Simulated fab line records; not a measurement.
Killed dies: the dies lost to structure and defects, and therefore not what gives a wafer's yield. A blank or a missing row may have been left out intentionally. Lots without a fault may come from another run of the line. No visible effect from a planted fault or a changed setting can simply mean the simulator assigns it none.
Matching of chambers	flow nandHarc	rieDiel-11 running NHARC_A_STAIRCASE_DESCUM_291: 4 sister chambers
The step chemistry O2, time 3 s. 4 wafers are shown with their chamber, then 11 later ones without.

WAFERS WITH THEIR CHAMBER
wafer	chamber	drypumpMotorCurrentA (A)
L080.5	0	6.3
L088.5	1	5.6
L090.1	3	5.9
L093.2	2	5.3

WAFERS WITHOUT THEIR CHAMBER
wafer	drypumpMotorCurrentA (A)
L093.3	6.3
L093.4	5.6
L094.2	5.6
L094.3	6.3
L094.5	5.8
L096.2	5.8
L096.4	6.3
L096.5	5.9
L095.1	5.8
L095.3	5.6
L095.6	5.3

WHICH CHAMBER EACH ONE RAN IN
wafer	from the rows above	in truth
L093.3	0	0
L093.4	1	1
L094.2	1	1
L094.3	0	0
L094.5	can't be placed: 3 or 1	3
L096.2	can't be placed: 3 or 1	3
L096.4	0	0
L096.5	3	3
L095.1	can't be placed: 3 or 1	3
L095.3	1	1
L095.6	2	2
Placed correctly: 8 of 11. These rows do not allow placing 3 (true chamber among the candidates in 3). Placed wrongly: 0.
How it was worked out, from the rows above alone: a wafer's distance from a chamber is the root of the sum, over the readings, of the square of ((its reading less the chamber's mean) divided by the reading's scatter). The wafer belongs to the nearest chamber; if the next one is less than 2 further off, it can't be placed. A chamber's mean is the mean of its shown wafers. The scatter: root of mean squared gap, hidden wafer to nearest shown wafer, with one shown wafer a chamber.
